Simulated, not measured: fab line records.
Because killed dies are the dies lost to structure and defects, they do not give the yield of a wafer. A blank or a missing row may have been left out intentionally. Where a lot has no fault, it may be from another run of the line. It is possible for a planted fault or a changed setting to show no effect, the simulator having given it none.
Chamber matching -- flow n5Finfet -- N5_BEOL_M15_ILD_DEP_00 on pecvd-04 has 3 sister chambers
The step deposits SiO2 from TEOS/O2, target thk 1629.3 nm, time 346.1 s. 6 wafers are shown with their chamber, then 7 later ones without.

WAFERS WITH THEIR CHAMBER
wafer,chamber,throttleValvePct (%),heaterPowerW (W)
L080.4,1,18.3,397
L079.4,1,18.1,538
L077.5,0,17.8,619
L077.6,2,17.0,490
L088.1,0,17.6,747
L088.3,2,17.2,617

WAFERS WITH NO CHAMBER GIVEN
wafer,throttleValvePct (%),heaterPowerW (W)
L088.4,18.2,598
L089.1,18.3,421
L089.4,18.0,606
L089.5,18.0,504
L097.1,17.7,688
L097.3,17.2,628
L097.5,17.8,784

WHICH CHAMBER EACH WENT THROUGH
wafer,from the rows above,in truth
L088.4,1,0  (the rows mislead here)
L089.1,1,1
L089.4,can't be placed: 1 or 0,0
L089.5,can't be placed: 1 or 0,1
L097.1,0,0
L097.3,2,2
L097.5,0,0
Correct placement for 4 of the 7. Unplaceable from these rows: 2, with the true chamber sitting among the candidates in 2. Placed wrongly: 1.
How it was worked out, from the rows above alone: a wafer's distance from a chamber is the root of the sum, over the readings, of the square of ((its reading less the chamber's mean) divided by the reading's scatter). The wafer belongs to the nearest chamber; if the next one is less than 2 further off, it can't be placed. A chamber's mean is the mean of its shown wafers. The scatter: take each reading less its chamber's mean, square it, sum over the shown wafers, divide by the number of wafers less the number of chambers, and take the root.
